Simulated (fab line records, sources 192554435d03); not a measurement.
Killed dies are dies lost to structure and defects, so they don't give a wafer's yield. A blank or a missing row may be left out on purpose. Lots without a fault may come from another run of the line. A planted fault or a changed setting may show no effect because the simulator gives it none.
Problem report in the 8D (eight disciplines) form, filled by code | flow n5_finfet | the parts of the form that need people (team, actions taken, sign-off) are left out

1. THE PROBLEM
run_length_s at N5_BEOL_M6_VIA_ETCH_34 reads a mean of 77.8 s on 3 wafers of 2 lots; wafers without a fault read 74.0 s with a standard deviation of 0.43. That is +8.8 standard deviations from the usual mean.
The step: etches SiCOH lowk in C4F6/O2, target depth 126.3 nm, time 50.9 s.
First seen on wafer L443.1, day 14 02:48, on rie_diel-04. The record holds 16 wafers of 6 lots with a number at this step. Rule for "out", or "out of limits": more than 4 standard deviations from the usual mean. The other wafers with a number count as sound.

2. WHAT IT IS AND WHAT IT IS NOT
question                    | is                     | is not
which readings at this step | run_length_s           | drypump_motor_current_A, oes_ar_750_au, oes_product_au, rf_fwd_power_W, rf_vpp_V, showerhead_plenum_p_Torr, throttle_valve_pct
which lots                  | L443, L446             | L423, L425, L429, L435
which wafers of those lots  | L443.1, L443.3, L446.3 | L446.2
read on which tools         | rie_diel-04            | rie_diel-05, rie_diel-06
when                        | from day 14 02:48      | up to then (12 sound wafers); but 1 sound wafer of L446 came after

3. SUSPECTS, AND WHAT RULES EACH OUT
Counting: a tool at a process step up to the reading stays a suspect if it ran every lot that is out. Sound lots after the first of them don't rule it out here, since some wafers of a struck lot are sound.
- rie_diel-04 at N5_BEOL_M6_DESCUM_33 (chemistry O2, time 7 s): kept. It ran every lot that is out, first L443 (day 14 02:37); its last sound lot up to then is L435 (day 11 12:43).
- rie_diel-04 at N5_BEOL_M6_ETCH_72 (etches underlayer in N2/H2, target depth 6.5 nm, time 5.2 s): kept. It ran every lot that is out, first L443 (day 14 02:40); its last sound lot up to then is L435 (day 11 12:45).
- rie_diel-04 at N5_BEOL_M6_ETCH_65 (etches SiARC in CF4, target depth 15.6 nm, time 26 s): kept. It ran every lot that is out, first L443 (day 14 02:40); its last sound lot up to then is L435 (day 11 12:46).
- rie_diel-04 at N5_BEOL_M6_ETCH_66 (etches SOC in N2/H2, target depth 80 nm, overetch 16 nm, time 120 s): kept. It ran every lot that is out, first L443 (day 14 02:42); its last sound lot up to then is L435 (day 11 12:47).
- rie_diel-04 at N5_BEOL_M6_VIA_ETCH_34 (etches SiCOH lowk in C4F6/O2, target depth 126.3 nm, time 50.9 s): kept. It ran every lot that is out, first L443 (day 14 02:48); its last sound lot up to then is L435 (day 11 12:53). Its own readings are out on those wafers: run_length_s.
Left after counting: rie_diel-04 at N5_BEOL_M6_DESCUM_33, rie_diel-04 at N5_BEOL_M6_ETCH_72, rie_diel-04 at N5_BEOL_M6_ETCH_65, rie_diel-04 at N5_BEOL_M6_ETCH_66, rie_diel-04 at N5_BEOL_M6_VIA_ETCH_34.

4. THE CAUSE (what the simulator had put in)
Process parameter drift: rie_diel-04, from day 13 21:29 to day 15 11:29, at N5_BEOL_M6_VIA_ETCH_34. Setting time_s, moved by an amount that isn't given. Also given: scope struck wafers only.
Counting left 5 suspects, and this tool is among them.

5. THE CHAIN OF EFFECTS, in route order
Each row: a reading whose mean over the struck wafers that have a number lies more than 3 standard deviations from the usual. Only readings for which the record gives a usual standard deviation are gone through. hours: the time from each lot's start at the first step in this table that gives one to its start at this step, as a median over the lots. sigmas: the change in usual standard deviations.
hours | step                   | reading      | usual  | on struck wafers | change | sigmas
0     | N5_BEOL_M6_VIA_ETCH_34 | run_length_s | 74.0 s | 77.8             | +3.8   | +8.8
The process steps in it:
- N5_BEOL_M6_VIA_ETCH_34: etches SiCOH lowk in C4F6/O2, target depth 126.3 nm, time 50.9 s.

6. WHAT WOULD HAVE CAUGHT IT SOONER
In this record the first reading out of limits was taken at day 14 02:48, 5 hours after the fault began at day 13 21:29.
